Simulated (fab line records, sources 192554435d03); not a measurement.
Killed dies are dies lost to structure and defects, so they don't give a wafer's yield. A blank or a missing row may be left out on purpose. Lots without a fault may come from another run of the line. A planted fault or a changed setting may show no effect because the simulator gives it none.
Chamber matching | flow n5_finfet | N5_BEOL_M5_ETCH_75 on rie_diel-05: 4 sister chambers
The step etches underlayer in N2/H2, target depth 6.5 nm, time 5.2 s. 8 wafers are shown with their chamber, then 7 later ones without.

WAFERS WITH THEIR CHAMBER
wafer  | chamber | throttle_valve_pct (%) | oes_product_au (a.u.)
L079.2 | 3       | 17.93                  | 0.59
L079.6 | 2       | 17.81                  | 0.68
L088.4 | 3       | 17.96                  | 0.58
L088.5 | 1       | 17.48                  | 0.73
L092.1 | 2       | 17.83                  | 0.67
L092.2 | 1       | 17.45                  | 0.72
L093.3 | 0       | 18.00                  | 0.72
L093.5 | 0       | 18.00                  | 0.71

WAFERS WITHOUT THEIR CHAMBER
wafer  | throttle_valve_pct (%) | oes_product_au (a.u.)
L093.6 | 17.81                  | 0.67
L094.1 | 17.83                  | 0.67
L094.4 | 17.84                  | 0.67
L094.5 | 18.01                  | 0.70
L096.1 | 18.01                  | 0.72
L096.2 | 17.54                  | 0.81
L096.4 | 17.82                  | 0.67

WHICH CHAMBER EACH WENT THROUGH
wafer  | from the rows above | in truth
L093.6 | 2                   | 2
L094.1 | 2                   | 2
L094.4 | 2                   | 2
L094.5 | 0                   | 0
L096.1 | 0                   | 0
L096.2 | 1                   | 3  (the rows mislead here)
L096.4 | 2                   | 2
Placed correctly: 6 of 7. Can't be placed from these rows: 0. Placed wrongly: 1.
How it was worked out, from the rows above alone: a wafer's distance from a chamber is the root of the sum, over the readings, of the square of ((its reading less the chamber's mean) divided by the reading's scatter). The wafer belongs to the nearest chamber; if the next one is less than 2 further off, it can't be placed. A chamber's mean is the mean of its shown wafers. The scatter: the root of (the sum of the squares of (reading less its chamber's mean) over the shown wafers, divided by (wafers less chambers)).
